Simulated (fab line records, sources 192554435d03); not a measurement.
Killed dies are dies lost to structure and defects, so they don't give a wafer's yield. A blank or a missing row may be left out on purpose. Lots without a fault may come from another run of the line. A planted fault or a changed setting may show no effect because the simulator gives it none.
fab line records | flow n5_finfet
record lots=11 wafers=32 last_day=17
route steps=1938 shown BEOL_M9@1455 BEOL_M10@1473 PASSIVATION@1936
lots that met no fault: from a run of the same line without faults
start_h: hours from the record's first day to the start of the lot's first wafer shown | wait_h: hours since the lot's step before | " the same as in the row above | L1.1+2: a row that stands for several wafers | - no value, or no start given | * or withheld: withheld | < > ~ a bound
route shown NAME@n: a module of which the file shows steps, and the number in the route of the first | usual: mean/standard deviation of fault-free wafers | same: alike in all rows | chamber/n: place in a boat | sites: the reading at each site | _std_site: their standard deviation | _edge_site: outer sites' mean less inner sites' | radius_mm: how far each site lies from the wafer's centre | mask NAME#n: copy n | behind: the tool/chamber that last shaped the wafer | hold: why the lot was held/for how many hours/how that ended | device: the transistor (n, p or np) that didn't switch | end of line: the same wafers' tests at the end of the route | a step without rows: its recipe alone | killed: dies lost to structure and defects at the first sort, not the wafer's yield | map: a wafer's dies, x killed, . not, _ none there
set.NAME: the setting as run; set.NAME@STEP: as run at that earlier step | model.NAME: the simulator's own value behind a step, which no gauge read
steps of the route over a sample of lots; a table a step, a row a wafer
services: from which hour (start_h, from the record's first day; less than 0 if before it) a tool's chamber was out of use, for how many hours, and why
## steps
# step N5_BEOL_M9_CURE_72
# recipe temp_c=370 time_s=120 ambient=DMADMS/He material=SiCOH_lowk
# usual lamp_power_pct=52.30/0.058 wafer_temp_C_max=371.6/0.6
# columns lot.wafer tool chamber start_h wait_h lamp_power_pct wafer_temp_C_max
L663.1 uv_cure-01 1 226.45 0.0 52.32 371.4
L663.3 " 1 " " 52.27 371.2
L663.4 " 1 " " 52.24 371.6
L664.1 uv_cure-02 2 231.45 0.0 52.28 371.8
L664.3 " 2 " " 52.29 372.0
L664.5 " 2 " " 52.32 371.3
L667.1 uv_cure-02 1 250.04 0.0 52.29 370.9
L667.2 " 1 " " 52.32 371.3
L667.3 " 1 " " 52.25 370.8
L665.1 uv_cure-02 0 250.47 0.0 52.36 371.9
L665.4 " 0 " " 52.24 371.2
L668.2 uv_cure-03 1 259.09 0.7 52.21 371.0
L668.4 " 1 " " 52.24 370.7
L668.6 " 1 " " 52.27 371.0
L670.3 uv_cure-03 2 281.62 0.1 52.36 371.3
L670.4 " 2 " " 52.31 371.2
L670.5 " 2 " " 52.31 371.0
L671.3 uv_cure-01 0 286.53 0.1 52.31 371.0
L671.5 " 0 " " 52.25 371.3
L671.6 " 0 " " 52.26 371.1
L677.1 uv_cure-03 0 315.68 0.0 52.25 373.1
L677.2 " 0 " " 52.29 372.1
L677.5 " 0 " " 52.33 372.4
L679.1 uv_cure-02 2 329.88 0.0 52.29 372.3
L679.2 " 2 " " 52.30 372.6
L679.3 " 2 " " 52.34 371.7
L681.1 uv_cure-03 2 336.85 0.2 52.19 371.5
L681.2 " 2 " " 52.31 371.1
L681.3 " 2 " " 52.22 371.4
L680.2 uv_cure-03 0 342.94 0.1 52.33 372.1
L680.4 " 0 " " 52.22 372.2
L680.5 " 0 " " 52.27 371.7
# step N5_BEOL_M9_ALD_74
# recipe material=TaN target_thk_a=20 temp_c=275 ald_precursor_family=PDMAT ald_co_reactant=NH3 pressure_torr=3 carrier_flow_sccm=1500 pulse_time_s=2 purge_time_s=3 co_reactant_purge_time_s=2 co_reactant_pulse_time_s=3 ald_cycles=40 precursor_vessel_temp_c=75 precursor_vessel_pressure_torr=26.25 precursor_vessel_carrier_sccm=1000
# usual chamber_pressure_Torr=3.000/0.0067 heater_power_w=427/52
# same co_reactant_purge_time_s=2
# columns lot.wafer tool chamber start_h wait_h chamber_pressure_Torr heater_power_w
L663.1 ald_metal-01 2 227.05 0.0 2.993 386
L663.3 " 0 " " 2.987 396
L663.4 " 3 " " 3.005 404
L664.1 ald_metal-01 3 231.94 0.0 2.995 387
L664.3 " 0 " " 2.995 396
L664.5 " 1 " " 3.003 416
L667.1 ald_metal-03 1 250.51 0.0 2.994 388
L667.2 " 3 " " 2.996 463
L667.3 " 2 " " 3.006 436
L665.1 ald_metal-01 2 251.14 0.0 2.999 403
L665.4 " 3 " " 2.995 410
L668.2 ald_metal-04 3 261.09 0.0 2.998 380
L668.4 " 0 " " 2.985 408
L668.6 " 0 " " 3.005 387
L670.3 ald_metal-03 0 282.56 0.1 3.000 517
L670.4 " 3 " " 3.007 459
L670.5 " 3 " " 3.009 454
L671.3 ald_metal-01 1 286.92 0.0 3.009 411
L671.5 " 0 " " 3.004 407
L671.6 " 1 " " 3.000 413
L677.1 ald_metal-04 0 316.13 0.0 2.995 402
L677.2 " 3 " " 2.991 374
L677.5 " 0 " " 3.001 400
L679.1 ald_metal-03 1 330.91 0.1 2.995 392
L679.2 " 3 " " 2.994 466
L679.3 " 0 " " 2.994 515
L681.1 ald_metal-04 2 339.03 0.2 3.005 474
L681.2 " 3 " " 3.025 369
L681.3 " 1 " " 2.993 562
L680.2 ald_metal-04 2 343.81 0.0 2.994 458
L680.4 " 3 " " 2.996 370
L680.5 " 2 " " 2.997 466
# step N5_BEOL_M9_DEP_56
# recipe material=SiCN target_thk_a=150 temp_c=withheld precursor=3MS/NH3 pressure_torr=3 rf_w=202 time_s=26.5
# usual chamber_pressure_Torr=3.000/0.0059 showerhead_plenum_p_Torr=3.661/0.012 throttle_valve_pct=9.0/0.47
# columns lot.wafer tool chamber start_h wait_h chamber_pressure_Torr showerhead_plenum_p_Torr throttle_valve_pct
L663.1 pecvd-01 0 229.08 0.0 3.013 3.641 8.8
L663.3 " 2 " " 3.002 3.660 9.8
L663.4 " 1 " " 3.002 3.652 9.0
L664.1 pecvd-02 2 235.13 0.0 3.010 3.650 8.5
L664.3 " 1 " " 2.995 3.666 8.6
L664.5 " 2 " " 3.009 3.651 8.2
L667.1 pecvd-01 1 252.16 0.0 2.995 3.659 9.2
L667.2 " 2 " " 3.006 3.667 9.7
L667.3 " 0 " " 3.002 3.648 8.7
L665.1 pecvd-01 0 254.27 0.0 2.991 3.649 8.9
L665.4 " 0 " " 2.994 3.639 9.0
L668.2 pecvd-03 1 262.72 0.0 2.999 3.665 9.7
L668.4 " 2 " " 3.004 3.662 8.3
L668.6 " 0 " " 3.006 3.667 9.2
L670.3 pecvd-02 1 284.06 0.0 3.006 3.667 8.6
L670.4 " 1 " " 2.993 3.666 8.5
L670.5 " 0 " " 3.002 3.652 9.2
L671.3 pecvd-01 0 288.33 0.0 3.002 3.643 8.7
L671.5 " 0 " " 3.003 3.636 8.3
L671.6 " 2 " " 2.995 3.674 9.9
L677.1 pecvd-02 1 318.03 0.0 2.995 3.680 8.4
L677.2 " 0 " " 3.007 3.659 9.1
L677.5 " 2 " " 3.006 3.657 8.4
L679.1 pecvd-02 0 332.40 0.0 3.005 3.653 9.1
L679.2 " 1 " " 2.995 3.673 8.6
L679.3 " 0 " " 3.004 3.644 9.0
L681.1 pecvd-03 0 340.59 0.0 3.008 3.676 9.0
L681.2 " 2 " " 3.008 3.661 8.5
L681.3 " 1 " " 3.002 3.669 9.6
L680.2 pecvd-03 2 345.54 0.0 3.002 3.660 8.3
L680.4 " 1 " " 2.985 3.651 9.6
L680.5 " 2 " " 3.005 3.667 8.5
# step N5_BEOL_M10_PECVD_70
# recipe material=SiO2 target_thk_a=200 temp_c=400 precursor=TEOS/O2 pressure_torr=5.5 rf_w=450 teos_flow_sccm=53.8 gas=O2 flow_sccm=3000 time_s=22.7
# usual chamber_pressure_Torr=5.503/0.013 heater_power_w=657/70 showerhead_plenum_p_Torr=8.78/0.054 susceptor_temp_C=400.00/0.22 throttle_valve_pct=22.7/1.3
# columns lot.wafer tool chamber start_h wait_h chamber_pressure_Torr heater_power_w showerhead_plenum_p_Torr susceptor_temp_C throttle_valve_pct
L663.1 pecvd-03 2 229.85 0.0 5.497 636 8.76 400.34 20.7
L663.3 " 0 " " 5.478 757 8.84 400.36 22.7
L663.4 " 0 " " 5.491 730 8.85 400.40 22.4
L664.1 pecvd-04 2 235.92 0.0 5.483 659 8.78 400.00 22.0
L664.3 " 0 " " 5.516 640 8.73 399.50 22.9
L664.5 " 2 " " 5.508 649 8.80 400.05 22.1
L667.1 pecvd-03 2 252.92 0.0 5.519 630 8.77 399.94 20.8
L667.2 " 0 " " 5.507 767 8.85 400.01 22.4
L667.3 " 1 " " 5.502 548 8.78 399.93 23.9
L665.1 pecvd-04 0 255.03 0.0 5.500 585 8.75 400.13 22.9
L665.4 " 1 " " 5.505 686 8.87 399.87 25.1
L668.2 pecvd-04 2 263.96 0.0 5.502 584 8.81 399.69 22.1
L668.4 " 1 " " 5.483 581 8.89 400.30 25.3
L668.6 " 2 " " 5.511 600 8.80 399.65 22.0
L670.3 pecvd-03 2 284.83 0.0 5.517 631 8.80 400.15 20.7
L670.4 " 0 " " 5.486 767 8.84 399.99 22.3
L670.5 " 2 " " 5.514 654 8.74 399.81 20.9
L671.3 pecvd-03 2 289.10 0.0 5.507 643 8.77 395.58 20.8
L671.5 " 0 " " 5.511 709 8.87 399.73 22.7
L671.6 " 2 " " 5.515 661 8.77 395.29 20.8
L677.1 pecvd-03 1 318.86 0.0 5.511 650 8.78 399.80 23.7
L677.2 " 2 " " 5.494 643 8.76 395.76 21.1
L677.5 " 0 " " 5.502 690 8.84 400.16 22.4
L679.1 pecvd-01 0 333.66 0.0 5.507 654 8.69 400.05 21.2
L679.2 " 1 " " 5.505 772 8.76 400.19 22.5
L679.3 " 2 " " 5.499 558 8.80 399.98 23.8
L681.1 pecvd-04 2 341.37 0.1 5.497 648 8.80 400.19 22.6
L681.2 " 1 " " 5.502 672 8.87 399.89 25.2
L681.3 " 0 " " 5.515 624 8.74 400.48 22.9
L680.2 pecvd-01 0 346.38 0.0 5.527 677 8.69 399.93 21.6
L680.4 " 2 " " 5.506 562 8.80 399.83 23.9
L680.5 " 1 " " 5.483 683 8.77 399.73 22.5
# step N5_PASSIVATION_PROBE_49
# usual defect_limited_yield=91.2/1.4 killed_at_M0_to_M3=32/10 killed_at_M4_up=14/6.2 killed_at_contacts=12/6.3 killed_at_front_end=42/13 killed_at_other=4/3.4 killed_dies=104/17 killed_open=67/12 killed_short=34/8.1 sort_bin_4_leakage=0.02/0.13 sort_bin_5_function=5.2/0.93 sort_bin_6_memory=3.2/0.65 sort_n_pass=1075/16 sort_yield_pct=91.1/1.4
# same gross_dies=1180 killed_at_back_side=0 sort_bin_8_speed[%]=0
# columns lot.wafer tool chamber start_h wait_h defect_limited_yield[%] killed_at_M0_to_M3 killed_at_M4_up killed_at_contacts killed_at_front_end killed_at_other killed_dies killed_open killed_short sort_bin_4_leakage[%] sort_bin_5_function[%] sort_bin_6_memory[%] sort_n_pass sort_yield_pct[%]
L671.3 prober-02 - 345.83 0.1 90.3 29 11 16 53 5 114 87 27 0 6.1 3.1 1066 90.3
L671.5 prober-02 - 345.93 0.2 93.1 27 15 11 26 2 81 56 24 0 4.1 2.5 1099 93.1
# killed by level:class
L671.3 STI_FIN_REVEAL:geometric_particle:open=22 MOL_CONTACT_COAG:geometric_particle:open=14 BEOL_M2:geometric_particle:open=12 BEOL_M0_SAQP:geometric_particle:open=7 BEOL_M4:geometric_particle:open=6 STI_FIN_REVEAL:geometric_particle:short=5 STARTING-WAFER:geometric_particle:open=5 FIN_SAQP:geometric_particle:open=4
L671.5 MOL_CONTACT_COAG:geometric_particle:open=9 BEOL_M4:geometric_particle:open=9 FIN_SAQP:geometric_particle:open=8 BEOL_M0_SAQP:geometric_particle:short=6 FIN_SAQP:geometric_particle:short=4 GATE_CUT:geometric_particle:short=4 BEOL_M0_SAQP:geometric_particle:open=4 BEOL_M0:geometric_particle:open=4
## services
# columns tool chamber start_h hours kind
uv_cure-01 - 207.63 14.6 pm
pecvd-03 2 211.12 2.1 scheduled_down
pecvd-03 - 218.46 1.1 repair
ald_metal-01 2 230.46 4.9 repair
uv_cure-03 - 234.40 1.0 pm
ald_metal-03 - 235.33 6.0 pm
pecvd-04 1 237.00 5.5 scheduled_down
uv_cure-01 - 276.62 0.5 repair
ald_metal-03 - 295.87 0.8 repair
uv_cure-03 - 297.98 0.5 repair
pecvd-02 1 298.11 5.0 scheduled_down
pecvd-03 - 304.90 6.0 pm
pecvd-03 2 311.78 4.6 repair
uv_cure-02 - 311.98 9.2 pm
uv_cure-01 - 328.72 28.1 pm
pecvd-02 2 331.36 12.1 repair
ald_metal-04 0 336.16 5.8 repair
ald_metal-03 - 337.25 14.0 pm
ald_metal-03 0 337.25 14.0 vent_cycle
ald_metal-03 1 337.25 14.0 vent_cycle
ald_metal-03 2 337.25 14.0 vent_cycle
ald_metal-03 3 337.25 14.0 vent_cycle
pecvd-01 - 340.44 3.9 repair
pecvd-04 0 345.28 2.1 scheduled_down
## key
first_sign step=N5_BEOL_M10_PECVD_70 reading=susceptor_temp_C direction=down sigmas=21 usual=* struck=*
effect none on later readings
met_at N5_BEOL_M10_PECVD_70
struck_lots L671,L677
struck_wafers L671.3,L671.6,L677.2
not_acting_at N5_BEOL_M9_CURE_72,N5_BEOL_M9_ALD_74,N5_BEOL_M9_DEP_56
onset_between 284.83 289.10
fault kind=process_parameter_drift tool=pecvd-03 chamber=2 onset_h=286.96 steps=N5_BEOL_M10_PECVD_70 channel=temp_c offset=* shape=step end_h=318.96 acts_in=* stated=*
